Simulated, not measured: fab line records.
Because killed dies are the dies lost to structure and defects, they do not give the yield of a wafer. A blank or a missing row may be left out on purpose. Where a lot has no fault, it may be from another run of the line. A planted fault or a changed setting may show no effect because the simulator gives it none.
The tool behind it: which one? + flow nand_harc + Sampling: 13 lots, 39 wafers, 6 of 1302 route steps

## WHAT EACH GAUGE READ, for each wafer
NHARC_A_ZERO_WELL_INSPECT_17. Usual: raw_defect_count reads 11 (standard deviation 5.2).
| lot  | measured     | on                | raw_defect_count | flag |
|------|--------------|-------------------|------------------|------|
| L550 | day 6 23:23  | defect_inspect-01 | 3 11 10          |      |
| L552 | day 8 00:04  | defect_inspect-02 | 9 4 3            |      |
| L553 | day 8 10:04  | defect_inspect-01 | 12 18 26         |      |
| L554 | day 8 20:58  | defect_inspect-01 | 9 12 17          |      |
| L557 | day 10 06:40 | defect_inspect-01 | 11 10 10         |      |
| L559 | day 11 04:33 | defect_inspect-01 | 11 19 20         |      |
| L561 | day 11 17:50 | defect_inspect-01 | 16 11 18         |      |
| L566 | day 14 02:51 | defect_inspect-01 | 5 5 15           |      |
| L568 | day 14 16:05 | defect_inspect-02 | 8 5 3            |      |
| L569 | day 15 04:54 | defect_inspect-02 | 18 19 9          |      |
| L570 | day 15 12:08 | defect_inspect-02 | 4 11 9           |      |
| L572 | day 16 17:11 | defect_inspect-02 | 8 9 5            |      |
| L571 | day 16 18:03 | defect_inspect-02 | 15 22 17         |      |

NHARC_A_ONON_D1_THK_MEAS_11: measures by ellipsometry. Usual: thk_nm reads 1002 nm (standard deviation 9.4).
| lot  | measured     | on            | thk_nm (nm)    | flag |
|------|--------------|---------------|----------------|------|
| L550 | day 7 22:18  | film_metro-01 | 1010 1010 1009 |      |
| L552 | day 9 01:01  | film_metro-01 | 1008 1008 1008 |      |
| L553 | day 9 08:50  | film_metro-02 | 1010 1011 1010 |      |
| L554 | day 9 19:46  | film_metro-01 | 1013 1014 1012 |      |
| L557 | day 11 05:43 | film_metro-01 | 1001 1001 1002 |      |
| L559 | day 12 03:07 | film_metro-02 | 1008 1006 1008 |      |
| L561 | day 12 17:52 | film_metro-01 | 985 987 989    |      |
| L566 | day 15 02:07 | film_metro-01 | 1019 1017 1016 |      |
| L568 | day 15 14:41 | film_metro-02 | 995 997 997    |      |
| L569 | day 16 05:05 | film_metro-01 | 981 979 978    |      |
| L570 | day 16 09:51 | film_metro-01 | 1003 1001 1002 |      |
| L572 | day 17 15:34 | film_metro-01 | 1001 1003 1002 |      |
| L571 | day 17 15:40 | film_metro-02 | 1010 1011 1009 |      |

NHARC_A_ONON_D1_THK_MEAS_27: measures by ellipsometry. Usual: thk_nm reads 998 nm (standard deviation 11).
| lot  | measured     | on            | thk_nm (nm)    | flag |
|------|--------------|---------------|----------------|------|
| L550 | day 8 08:24  | film_metro-02 | 1002 1002 1003 |      |
| L552 | day 9 11:55  | film_metro-01 | 992 994 994    |      |
| L553 | day 9 21:26  | film_metro-02 | 989 989 989    |      |
| L554 | day 10 05:46 | film_metro-02 | 1005 1006 1006 |      |
| L557 | day 11 16:01 | film_metro-02 | 1003 1002 1002 |      |
| L559 | day 12 13:05 | film_metro-01 | 1002 1002 1002 |      |
| L561 | day 13 04:13 | film_metro-02 | 1002 1003 1004 |      |
| L566 | day 15 12:10 | film_metro-02 | 980 980 980    |      |
| L568 | day 16 00:29 | film_metro-02 | 989 989 988    |      |
| L569 | day 16 15:11 | film_metro-01 | 1009 1008 1010 |      |
| L570 | day 16 20:44 | film_metro-01 | 998 999 998    |      |
| L572 | day 18 01:36 | film_metro-02 | 1021 1022 1020 |      |
| L571 | day 18 01:36 | film_metro-01 | 1018 1018 1019 |      |

NHARC_A_ONON_D1_THK_MEAS_34: measures by ellipsometry. Usual: thk_nm reads 200.1 nm (standard deviation 2.9).
| lot  | measured     | on            | thk_nm (nm)                         | flag |
|------|--------------|---------------|-------------------------------------|------|
| L550 | day 8 09:26  | film_metro-02 | 201.3 205.3 202.5                   |      |
| L552 | day 9 12:58  | film_metro-02 | 202.3 199.9 205.5                   |      |
| L553 | day 9 22:29  | film_metro-02 | 196.2 197.5 202.4                   |      |
| L554 | day 10 06:49 | film_metro-01 | 195.2 196.9 203.5                   |      |
| L557 | day 11 17:04 | film_metro-02 | 196.8 203.3 200.3                   |      |
| L559 | day 12 14:08 | film_metro-02 | 198.4 199.1 199.7                   |      |
| L561 | day 13 05:16 | film_metro-02 | 196.9 197.4 200.7                   |      |
| L566 | day 15 13:12 | film_metro-02 | 222.1 218.2 219.7 220.9 218.1 221.1 | OFF  |
| L568 | day 16 01:31 | film_metro-02 | 218.0 220.4 222.0 218.2 221.9 221.8 | OFF  |
| L569 | day 16 16:14 | film_metro-01 | 197.5 201.9 201.1                   |      |
| L570 | day 16 21:52 | film_metro-01 | 198.0 201.1 205.3                   |      |
| L572 | day 18 02:38 | film_metro-01 | 197.0 200.6 201.2                   |      |
| L571 | day 18 02:38 | film_metro-02 | 201.4 204.6 201.4                   |      |

NHARC_END_SORT_01. Usual: killed_at_array 57, standard deviation 19; killed_at_other 0.9, standard deviation 1.1; killed_at_periphery 4.0, standard deviation 2.6; killed_dies 62, standard deviation 19; killed_open 3.3, standard deviation 1.8; killed_short 2.4, standard deviation 1.7.
| lot  | measured     | on        | killed_at_array | killed_at_other | killed_at_periphery | killed_dies | killed_open | killed_short | flag |
|------|--------------|-----------|-----------------|-----------------|---------------------|-------------|-------------|--------------|------|
| L568 | day 33 14:16 | prober-01 | 104 85 73       | 2 0 2           | 4 6 6               | 110 91 81   | 3 4 4       | 5 2 2        |      |

## WHAT TOOL EACH LOT RAN ON (gives the tool, then ch and the chambers of the sampled wafers, and finally the start)
| lot  | NHARC_A_ONON_D1_DEP_33          |
|------|---------------------------------|
| L550 | pecvd-01 ch 0,1, day 8 09:04    |
| L552 | pecvd-03 ch 1,2, day 9 12:32    |
| L553 | pecvd-03 ch 0,1,2, day 9 22:04  |
| L554 | pecvd-01 ch 0,1,2, day 10 06:24 |
| L557 | pecvd-02 ch 0,2, day 11 16:44   |
| L559 | pecvd-02 ch 0,2, day 12 13:46   |
| L561 | pecvd-01 ch 0,1,2, day 13 04:56 |
| L566 | pecvd-02 ch 0,1,2, day 15 12:47 |
| L568 | pecvd-02 ch 0,2, day 16 01:09   |
| L569 | pecvd-01 ch 0,2, day 16 15:49   |
| L570 | pecvd-01 ch 0,2, day 16 21:29   |
| L572 | pecvd-01 ch 0,1,2, day 18 02:19 |
| L571 | pecvd-03 ch 0,1, day 18 02:13   |
- NHARC_A_ONON_D1_DEP_33: deposits SiO2, target thk 200 nm.

## AS READ BY THE TOOLS THEMSELVES (means over the sampled wafers that have a number; for cases with no such wafer, the mark the record gives instead)
NHARC_A_ONON_D1_DEP_33. Usual: heater_power_w 526 W, standard deviation 95; rf_fwd_power_W 898.3 W, standard deviation 2.7; showerhead_vpp_V 1877 V, standard deviation 92; throttle_valve_pct 16.0 %, standard deviation 0.56.
| lot  | tool     | heater_power_w (W) | rf_fwd_power_W (W) | showerhead_vpp_V (V) | throttle_valve_pct (%) | flag |
|------|----------|--------------------|--------------------|----------------------|------------------------|------|
| L550 | pecvd-01 | 561                | 896.8              | 1886                 | 16.3                   |      |
| L552 | pecvd-03 | 593                | 897.5              | 1979                 | 15.4                   |      |
| L553 | pecvd-03 | 599                | 899.7              | 1913                 | 15.4                   |      |
| L554 | pecvd-01 | 478                | 899.1              | 1812                 | 16.3                   |      |
| L557 | pecvd-02 | 517                | 893.6              | 1949                 | 16.0                   |      |
| L559 | pecvd-02 | 523                | 897.7              | 1939                 | 16.0                   |      |
| L561 | pecvd-01 | 494                | 896.8              | 1807                 | 16.8                   |      |
| L566 | pecvd-02 | 372                | 1260.1             | 2265                 | 16.4                   | OFF  |
| L568 | pecvd-02 | 367                | 1257.9             | 2244                 | 16.5                   | OFF  |
| L569 | pecvd-01 | 507                | 899.7              | 1844                 | 16.5                   |      |
| L570 | pecvd-01 | 469                | 896.6              | 1908                 | 16.6                   |      |
| L572 | pecvd-01 | 541                | 895.9              | 1842                 | 16.5                   |      |
| L571 | pecvd-03 | 603                | 899.5              | 1849                 | 15.8                   |      |

## THE ANSWER, worked out from the rows above alone
Rule: lot off if the mean of its wafers having a number is beyond 3 standard deviations from the usual mean. Also off: a lot with no number at a reading for which 4 or more lots have one. All remaining lots with rows at the step are treated as sound. The gauges are gone through in route order, then the tools' own readings, and for those a lot's mean is taken as printed above. The first step at which some lot is off is used, and at that step the reading that is off furthest; a lot without a number counts as furthest.
Off: L566, L568, at NHARC_A_ONON_D1_THK_MEAS_34 (thk_nm).
A tool fits if, at a process step before that reading, it ran every lot that is off, and no sound lot after the first of them. Not tried: the gauges at NHARC_A_ONON_D1_THK_MEAS_34; whatever is off there is also off at NHARC_A_ONON_D1_DEP_33, on other tools, and gauge error can't account for it. One candidate fits, namely pecvd-02 at NHARC_A_ONON_D1_DEP_33. Its last sound lot is L559 (day 12 13:46), its first lot that is off L566 (day 15 12:47): a fault that began between those two fits.
The tool's own readings at NHARC_A_ONON_D1_DEP_33 bear it out: on the lots that are off they differ by more than 5 times the standard deviation of the sound lots' means. rf_fwd_power_W reads 1259.0 W there against 897.5 W on the sound lots; showerhead_vpp_V reads 2254 V there against 1884 V on the sound lots.

## WHAT THE SIMULATOR HAD PUT IN
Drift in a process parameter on pecvd-02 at NHARC_A_ONON_D1_DEP_33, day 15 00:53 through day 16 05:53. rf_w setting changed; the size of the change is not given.
Struck lots among those shown: L566, L568. This agrees with what the rule above found.
